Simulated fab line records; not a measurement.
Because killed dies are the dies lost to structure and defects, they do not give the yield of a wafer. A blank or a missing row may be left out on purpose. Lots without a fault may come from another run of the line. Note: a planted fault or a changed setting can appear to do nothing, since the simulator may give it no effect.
Chamber matching -- flow n5Finfet -- N5_BEOL_M1_PRE_CLEAN_60 on cvdCo-01: 3 sister chambers
The step time 15 s. 6 wafers are shown with their chamber, then 12 later ones without.

WAFERS PAIRED WITH THEIR CHAMBERS
wafer,chamber,heaterPowerW (W)
L090.5,0,77
L092.2,1,77
L092.4,1,77
L093.1,0,80
L093.3,2,65
L093.4,2,64

WAFERS WHOSE CHAMBER IS MISSING
wafer,heaterPowerW (W)
L094.1,80
L094.5,79
L094.6,75
L095.3,80
L095.4,78
L095.6,63
L096.1,65
L096.4,78
L096.5,63
L097.1,64
L097.3,81
L097.5,76

THE CHAMBER EACH PASSED THROUGH
wafer,from the rows above,in truth
L094.1,can't be placed: 0 or 1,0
L094.5,can't be placed: 0 or 1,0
L094.6,can't be placed: 1 or 0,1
L095.3,can't be placed: 0 or 1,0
L095.4,can't be placed: 0 or 1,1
L095.6,2,2
L096.1,2,2
L096.4,can't be placed: 0 or 1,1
L096.5,2,2
L097.1,2,2
L097.3,can't be placed: 0 or 1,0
L097.5,can't be placed: 1 or 0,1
4 of 12 placed correctly. Not placeable from these rows: 8 (in 8, the candidates include the true chamber). 0 placed wrongly.
How it was worked out, from the rows above alone: a wafer's distance from a chamber is the root of the sum, over the readings, of the square of ((its reading less the chamber's mean) divided by the reading's scatter). The wafer belongs to the nearest chamber; if the next one is less than 2 further off, it can't be placed. Each chamber's mean is taken over the wafers shown for it. The scatter: take each reading less its chamber's mean, square it, sum over the shown wafers, divide by the number of wafers less the number of chambers, and take the root.
